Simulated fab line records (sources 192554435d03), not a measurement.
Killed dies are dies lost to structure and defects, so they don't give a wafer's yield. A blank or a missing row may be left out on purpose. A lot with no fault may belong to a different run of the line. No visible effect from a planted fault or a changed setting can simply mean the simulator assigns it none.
Which tool did it?    flow n5-finfet    30 wafers from 10 lots sampled at 2 of the route's 1938 steps

WHAT THE GAUGES SHOWED, per wafer
N5_BEOL_M10_RS_MEAS_57: measures by four-point-probe. Usual: M10_RS typically reads 0.1515 ohm/sq, with standard deviation 0.0029.
lot   measured      on             M10_RS (ohm/sq)       flag
L170  day 11 15:31  film-metro-01  0.1487 0.1541 0.1526  
L168  day 11 17:56  film-metro-01  0.1532 0.1539 0.1518  
L169  day 12 06:49  film-metro-02  0.1507 0.1503 0.1514  
L173  day 13 16:58  film-metro-02  0.1542 0.1522 0.1567  
L174  day 15 20:40  film-metro-01  0.1490 0.1516 0.1514  
L179  day 16 02:05  film-metro-02  0.1491 0.1570 0.1496  
L178  day 16 03:47  film-metro-01  0.1485 0.1515 0.1505  
L181  day 16 07:57  film-metro-01  0.1515 0.1480 0.1547  
L188  day 17 20:17  film-metro-02  0.1553 0.1543 0.1532  
L187  day 18 13:32  film-metro-02  0.1519 0.1529 0.1534  

WHAT TOOL EACH LOT RAN ON (gives the tool, then ch and the chambers of the sampled wafers, and finally the start)
lot   N5_BEOL_M10_TRENCH_ETCH_37
L170  rie-diel-04 ch 1,2, day 11 15:31 or earlier
L168  rie-diel-05 ch 0,2,3, day 11 17:56 or earlier
L169  rie-diel-01 ch 1,3, day 12 06:49 or earlier
L173  rie-diel-05 ch 1,2,3, day 13 16:58 or earlier
L174  rie-diel-01 ch 0,3, day 15 20:40 or earlier
L179  rie-diel-04 ch 1,2,3, day 16 02:05 or earlier
L178  rie-diel-01 ch 0,2, day 16 03:47 or earlier
L181  rie-diel-04 ch 0,1,2, day 16 07:57 or earlier
L188  rie-diel-01 ch 1,3, day 17 20:17 or earlier
L187  rie-diel-04 ch 0,1,3, day 18 13:32 or earlier
- N5_BEOL_M10_TRENCH_ETCH_37: etches SiCOH lowk in C4F6/O2, target depth 148.83 nm, time 48 s.

WHAT THE TOOLS THEMSELVES READ (means of the sampled wafers that have a number; where no wafer has one, the mark that the record gives instead)
N5_BEOL_M10_TRENCH_ETCH_37. Usual: C4F6_flow_sccm 9.999 sccm, standard deviation 0.029; chamber-pressure-mTorr 30.001 mTorr, standard deviation 0.027; drypump-motor-current-A 5.8 A, standard deviation 0.48; oes-product-au 0.79 a.u., standard deviation 0.084; rf-fwd-power-W 341.3 W, standard deviation 1.8; rf-vpp-V 667 V, standard deviation 7; showerhead-plenum-p-Torr 2.84 Torr, standard deviation 0.063; throttle-valve-pct 21.01 %, standard deviation 0.24.
lot   tool         C4F6_flow_sccm (sccm)  chamber-pressure-mTorr (mTorr)  drypump-motor-current-A (A)  oes-product-au (a.u.)  rf-fwd-power-W (W)  rf-vpp-V (V)  showerhead-plenum-p-Torr (Torr)  throttle-valve-pct (%)  flag
L170  rie-diel-04  9.991                  30.016                          5.8                          0.77                   341.5               664           2.82                             21.12                   
L168  rie-diel-05  9.987                  30.010                          5.9                          0.76                   341.8               666           2.89                             21.17                   
L169  rie-diel-01  9.981                  30.026                          5.4                          0.73                   340.7               657           2.83                             21.23                   
L173  rie-diel-05  9.974                  30.006                          6.2                          0.73                   343.2               663           2.84                             21.10                   
L174  rie-diel-01  10.043                 29.996                          6.1                          0.77                   339.7               665           2.78                             21.10                   
L179  rie-diel-04  9.999                  30.008                          5.8                          0.79                   341.1               667           2.83                             21.02                   
L178  rie-diel-01  10.033                 29.975                          5.5                          0.85                   340.8               677           2.85                             20.76                   
L181  rie-diel-04  9.983                  29.963                          6.0                          0.79                   341.6               668           2.83                             20.98                   
L188  rie-diel-01  9.957                  29.976                          5.5                          0.70                   343.0               658           2.81                             21.26                   
L187  rie-diel-04  9.999                  29.998                          6.0                          0.82                   340.0               669           2.84                             20.85                   

THE ANSWER, worked out from the rows above alone
Rule: take the mean of a lot's wafers that have a number; if it is more than 3 standard deviations from the usual mean, the lot is off. A lot without any number at a reading at which 4 lots or more have one is off too. The other lots that the step has rows for count as sound. The gauges are gone through in route order, then the tools' own readings, and for those a lot's mean is taken as printed above. The first step at which some lot is off is used, and at that step the reading that is off furthest; a lot without a number counts as furthest.
Nothing can be told from this: no lot is off at any reading shown.

WHAT WAS PUT IN BY THE SIMULATOR
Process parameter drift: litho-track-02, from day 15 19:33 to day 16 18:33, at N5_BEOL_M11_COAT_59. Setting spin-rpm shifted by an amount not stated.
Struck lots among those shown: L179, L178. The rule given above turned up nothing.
